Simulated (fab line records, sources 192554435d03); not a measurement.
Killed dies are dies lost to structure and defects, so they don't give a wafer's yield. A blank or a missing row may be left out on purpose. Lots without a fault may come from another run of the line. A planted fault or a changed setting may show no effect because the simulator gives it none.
Chamber matching | flow n5_finfet | N5_MOL_CONTACT_COAG_CMP_23 on cmp-03: 4 sister chambers
The step polishes, stops on SiO2, t overpolish 1.5 s, target thk 0 nm. 4 wafers are shown with their chamber, then 7 later ones without.

WAFERS WITH THEIR CHAMBER
wafer  | chamber | motor_current_A (A)
L082.3 | 3       | 8.3
L085.3 | 2       | 7.8
L085.4 | 1       | 8.2
L086.2 | 0       | 8.3

WAFERS WITHOUT THEIR CHAMBER
wafer  | motor_current_A (A)
L086.4 | 8.0
L087.1 | 8.7
L087.4 | 8.2
L091.2 | 8.2
L095.1 | 7.6
L095.3 | 8.5
L095.4 | 8.7

WHICH CHAMBER EACH WENT THROUGH
wafer  | from the rows above               | in truth
L086.4 | can't be placed: 1 or 2 or 0 or 3 | 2
L087.1 | can't be placed: 0 or 3 or 1 or 2 | 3
L087.4 | can't be placed: 1 or 0 or 3 or 2 | 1
L091.2 | can't be placed: 1 or 0 or 3 or 2 | 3
L095.1 | can't be placed: 2 or 1 or 0 or 3 | 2
L095.3 | can't be placed: 0 or 3 or 1 or 2 | 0
L095.4 | can't be placed: 0 or 3 or 1 or 2 | 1
Placed correctly: 0 of 7. Can't be placed from these rows: 7 (the true chamber is among the candidates in 7). Placed wrongly: 0.
How it was worked out, from the rows above alone: a wafer's distance from a chamber is the root of the sum, over the readings, of the square of ((its reading less the chamber's mean) divided by the reading's scatter). The wafer belongs to the nearest chamber; if the next one is less than 2 further off, it can't be placed. A chamber's mean is the mean of its shown wafers. The scatter: with one shown wafer a chamber, the root of the mean of the squares of how far each hidden wafer lies from its nearest shown one.
